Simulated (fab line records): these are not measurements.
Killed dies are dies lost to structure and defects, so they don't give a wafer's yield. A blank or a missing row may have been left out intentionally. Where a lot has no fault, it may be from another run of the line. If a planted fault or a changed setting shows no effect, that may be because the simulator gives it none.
fab line records	flow n5-finfet
record lots=11	wafers=32	last-day=18
route steps=1938 shown BEOL_M7@1310 BEOL_M8@1337
lots with no fault: from the same line, run without faults
start-h: hours from the record's first day to the start of the lot's first wafer shown	wait-h: hours since the lot's step before	" unchanged from the row above	L1.1+2: several wafers, shown together as one row	- either no value or no given start	* or withheld: withheld	< > ~ a bound
route shown NAME@n: NAME is a module with steps in the file, n the number in the route of the first one	usual: mean/standard deviation of fault-free wafers	same: alike in all rows	chamber/n: place in a boat	sites: the reading at each site	_std_site: their standard deviation	_edge_site: mean of outer sites minus mean of inner sites	radius-mm: how far each site lies from the wafer's centre	mask NAME#n: copy n	behind: the tool/chamber that last shaped the wafer	hold: cause of the lot's hold/its duration in hours/its outcome	device: which transistor (n, p or np) failed to switch	end of line: the tests these same wafers got at the end of their route	a step with no rows: only its recipe	killed: count of dies lost to structure and defects at first sort (not the wafer's yield)	map: the dies of a wafer, with x for killed, . for not killed, _ for no die there
set.NAME: the setting the step ran with; set.NAME@STEP: the setting that earlier step ran with	model.NAME: the simulator's own value behind a step, which no gauge read
route steps across a sampled set of lots; one table per step, one row per wafer
services: a tool's chamber out of use, with start hour (start-h, from the record's first day; less than 0 if before it), hours out, and reason
## steps
# step N5_BEOL_M7_STRIP_80
# recipe chemistry=N2/H2	time-s=10	power-w=450	temp-c=40	pressure-mtorr=20	rf-frequency-hz=6e+07	bias-power-w=7	n2-flow-sccm=200	h2-flow-sccm=200
# usual drypump-motor-current-A=5.5/0.52	oes-product-au=0.76/0.068	rf-vpp-V=59.1/0.87	showerhead-plenum-p-Torr=2.51/0.11	throttle-valve-pct=23.60/0.16
# same time-s=10
lot.wafer	tool	chamber	start-h	wait-h	drypump-motor-current-A	oes-product-au	rf-hours-counter-h	rf-vpp-V	showerhead-plenum-p-Torr	throttle-valve-pct
L702.1	rie-diel-01	3	-	-	5.8	0.70	239	59.0	2.51	23.98
L702.4	"	1	"	"	4.7	0.71	194	60.1	2.62	23.81
L702.5	"	2	"	"	6.3	0.73	-	59.1	2.53	23.42
L705.2	rie-diel-06	2	-	-	5.0	0.74	162	59.7	2.43	23.56
L705.3	"	1	"	"	4.9	0.77	152	58.9	2.43	23.54
L705.5	"	0	"	"	5.5	0.73	-	59.8	2.53	24.18
L704.2	rie-diel-02	3	-	-	5.9	0.77	148	58.1	2.54	23.52
L704.4	"	2	"	"	5.1	0.75	167	57.7	2.42	23.62
L704.6	"	3	"	"	5.9	0.76	-	58.2	2.54	23.53
L706.2	rie-diel-02	0	-	-	5.2	0.87	56	60.0	2.69	23.48
L706.3	"	2	"	"	5.1	0.75	169	59.1	2.42	23.65
L706.4	"	3	"	"	5.9	0.76	149	60.0	2.54	23.53
L708.2	rie-diel-02	3	-	-	5.9	0.76	157	60.9	2.53	23.53
L708.3	"	2	"	"	5.1	0.74	176	58.4	2.42	23.65
L708.4	"	0	"	"	5.3	0.85	63	61.7	2.69	23.50
L709.3	rie-diel-01	1	-	-	4.7	0.70	207	59.5	2.62	23.84
L709.4	"	0	"	"	5.4	0.77	125	59.0	2.34	23.48
L709.6	"	0	"	"	5.4	0.76	-	57.7	2.34	23.48
L707.1	rie-diel-01	1	-	-	4.7	0.69	208	60.1	2.62	23.80
L707.2	"	0	"	"	5.4	0.77	126	58.9	2.34	23.48
L707.5	"	0	"	"	5.4	0.76	-	59.4	2.34	23.47
L717.1	rie-diel-02	2	-	-	5.1	0.73	189	59.6	2.42	23.66
L717.2	"	1	"	"	6.3	0.76	177	59.1	2.43	23.56
L717.3	"	3	"	"	5.9	0.74	169	59.8	2.53	23.55
L716.3	rie-diel-02	3	-	-	5.9	0.75	171	58.6	2.53	23.55
L716.5	"	2	"	"	5.1	0.73	-	58.0	2.42	23.66
L718.2	rie-diel-02	2	-	-	5.1	0.72	195	57.6	2.41	23.68
L718.3	"	1	"	"	6.3	0.74	184	59.8	2.42	23.57
L718.4	"	0	"	"	5.2	0.82	-	59.4	2.68	23.52
L724.1	rie-diel-02	3	-	-	5.9	0.73	187	58.3	2.52	23.57
L724.3	"	0	"	"	5.2	0.82	95	59.8	2.67	23.53
L724.5	"	1	"	"	6.3	0.74	-	58.7	2.42	23.58
# step N5_BEOL_M7_DEGAS_44
# recipe ambient=vacuum	temp-c=250	time-s=60
# usual heater-power-w=338/36
# same time-s=60
lot.wafer	tool	chamber	start-h	wait-h	heater-power-w
L702.1	pvd-sputter-03	-	194.39	0.4	392
L702.4	"	-	"	"	337
L702.5	"	-	"	"	391
L705.2	pvd-sputter-01	-	207.89	0.7	331
L705.3	"	-	"	"	291
L705.5	"	-	"	"	319
L704.2	pvd-sputter-03	-	209.13	0.8	399
L704.4	"	-	"	"	392
L704.6	"	-	"	"	401
L706.2	pvd-sputter-03	-	216.57	1.7	400
L706.3	"	-	"	"	297
L706.4	"	-	"	"	402
L708.2	pvd-sputter-03	-	236.83	1.3	388
L708.3	"	-	"	"	345
L708.4	"	-	"	"	297
L709.3	pvd-sputter-03	-	236.91	1.2	296
L709.4	"	-	"	"	398
L709.6	"	-	"	"	298
L707.1	pvd-sputter-01	-	240.30	2.1	335
L707.2	"	-	"	"	334
L707.5	"	-	"	"	326
L717.1	pvd-sputter-03	-	280.20	0.6	342
L717.2	"	-	"	"	389
L717.3	"	-	"	"	386
L716.3	pvd-sputter-03	-	284.78	0.2	397
L716.5	"	-	"	"	398
L718.2	pvd-sputter-02	-	298.54	0.3	340
L718.3	"	-	"	"	374
L718.4	"	-	"	"	310
L724.1	pvd-sputter-01	-	337.75	0.3	334
L724.3	"	-	"	"	297
L724.5	"	-	"	"	320
# step N5_BEOL_M7_DEP_56
# recipe material=SiCN	target-thk-a=100	temp-c=withheld	precursor=3MS/NH3	pressure-torr=3	rf-w=202	time-s=17.5
# usual showerhead-plenum-p-Torr=3.661/0.014	throttle-valve-pct=9.1/0.49
# same time-s=17.5
lot.wafer	tool	chamber	start-h	wait-h	showerhead-plenum-p-Torr	throttle-valve-pct
L702.1	pecvd-04	1	197.51	0.0	3.668	9.5
L702.4	"	2	"	"	3.648	8.3
L702.5	"	0	"	"	3.667	9.1
L705.2	pecvd-01	0	210.18	0.0	3.677	9.3
L705.3	"	1	"	"	3.663	9.6
L705.5	"	1	"	"	3.677	9.3
L704.2	pecvd-01	0	210.57	0.0	3.663	9.5
L704.4	"	2	"	"	3.654	9.5
L704.6	"	0	"	"	3.661	9.6
L706.2	pecvd-02	1	218.66	0.0	3.642	8.7
L706.3	"	2	"	"	3.646	8.5
L706.4	"	0	"	"	3.694	10.2
L708.2	pecvd-04	2	238.35	0.0	3.642	8.4
L708.3	"	1	"	"	3.659	9.5
L708.4	"	2	"	"	3.636	8.6
L709.3	pecvd-04	2	238.79	0.0	3.657	8.4
L709.4	"	1	"	"	3.661	9.1
L709.6	"	2	"	"	3.651	8.5
L707.1	pecvd-04	0	241.95	0.0	3.678	9.0
L707.2	"	2	"	"	3.649	8.5
L707.5	"	0	"	"	3.678	9.0
L717.1	pecvd-01	0	282.01	0.0	3.669	9.5
L717.2	"	2	"	"	3.641	8.9
L717.3	"	1	"	"	3.668	9.7
L716.3	pecvd-02	1	286.94	0.0	3.651	8.8
L716.5	"	2	"	"	3.638	8.5
L718.2	pecvd-02	2	300.09	0.0	3.641	8.7
L718.3	"	0	"	"	3.678	9.8
L718.4	"	0	"	"	3.687	10.0
L724.1	pecvd-04	1	339.42	0.0	3.662	9.5
L724.3	"	2	"	"	3.653	8.4
L724.5	"	2	"	"	3.646	8.7
# step N5_BEOL_M8_COAT_59
# recipe resist=SOC	temp-c=250	time-s=60	spin-rpm=1500	resist-thk-nm=100
# usual spin-speed-rpm=1499.9/1.2
# same time-s=60
lot.wafer	tool	chamber	start-h	wait-h	spin-speed-rpm
L702.1	litho-track-04	0	200.10	0.1	1498.4
L702.4	"	0	"	"	1500.2
L702.5	"	0	"	"	1500.5
L704.2	litho-track-02	0	212.53	0.1	1499.7
L704.4	"	0	"	"	1501.9
L704.6	"	0	"	"	1501.9
L705.2	litho-track-02	0	212.63	0.1	1499.8
L705.3	"	0	"	"	1499.5
L705.5	"	0	"	"	1500.2
L706.2	litho-track-01	0	222.34	0.1	1499.2
L706.3	"	0	"	"	1501.4
L706.4	"	0	"	"	1500.6
L708.2	litho-track-04	0	241.10	0.1	1500.6
L708.3	"	0	"	"	1500.8
L708.4	"	0	"	"	1498.7
L709.3	litho-track-04	0	241.45	0.1	1499.8
L709.4	"	0	"	"	1498.8
L709.6	"	0	"	"	1500.3
L707.1	litho-track-04	0	244.46	0.1	1499.9
L707.2	"	0	"	"	1499.9
L707.5	"	0	"	"	1499.9
L717.1	litho-track-02	0	284.62	0.1	1499.4
L717.2	"	0	"	"	1499.8
L717.3	"	0	"	"	1499.7
L716.3	litho-track-02	0	289.36	0.1	1728.6
L716.5	"	0	"	"	1728.0
L718.2	litho-track-02	0	303.10	0.1	1729.3
L718.3	"	0	"	"	1727.8
L718.4	"	0	"	"	1729.3
L724.1	litho-track-01	0	341.17	0.1	1501.1
L724.3	"	0	"	"	1500.0
L724.5	"	0	"	"	1500.3
## services
tool	chamber	start-h	hours	kind
pecvd-02	0	186.26	5.5	scheduled-down
pecvd-02	1	199.61	2.1	scheduled-down
litho-track-02	-	208.69	-	consumable-replace:filter
pecvd-02	0	210.02	2.1	scheduled-down
pecvd-04	-	221.49	0.8	repair
pecvd-04	-	225.70	4.3	pm
rie-diel-01	2	235.65	2.4	repair
rie-diel-01	3	236.99	5.4	repair
rie-diel-01	3	242.70	-	clean
rie-diel-01	3	242.70	-	consumable-replace:esc
rie-diel-01	3	242.70	-	consumable-replace:focus-ring
rie-diel-01	3	242.70	18.6	scheduled-down
rie-diel-01	3	242.70	18.6	vent-cycle
rie-diel-06	3	247.21	-	clean
rie-diel-06	3	247.21	-	consumable-replace:focus-ring
rie-diel-06	3	247.21	-	consumable-replace:showerhead
rie-diel-06	3	247.21	23.3	scheduled-down
litho-track-01	-	262.92	-	consumable-replace:filter
rie-diel-01	0	277.94	1.8	repair
rie-diel-01	3	279.67	7.2	repair
pvd-sputter-01	-	281.97	1.4	repair
rie-diel-02	3	292.71	8.2	repair
rie-diel-02	2	316.58	4.0	repair
pvd-sputter-01	-	327.03	2.4	repair
## key
first-sign step=N5_BEOL_M8_COAT_59	reading=spin-speed-rpm	direction=up	sigmas=99+	usual=*	struck=*
effect none on later readings
met-at N5_BEOL_M8_COAT_59
struck-lots L716,L718
not-acting-at N5_BEOL_M7_STRIP_80,N5_BEOL_M7_DEGAS_44,N5_BEOL_M7_DEP_56
onset-between 284.62 289.36
fault kind=process-parameter-drift	tool=litho-track-02	chamber=-	onset-h=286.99	steps=N5_BEOL_M8_COAT_59	channel=spin-rpm	offset=*	shape=step	end-h=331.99	acts-in=*	stated=*
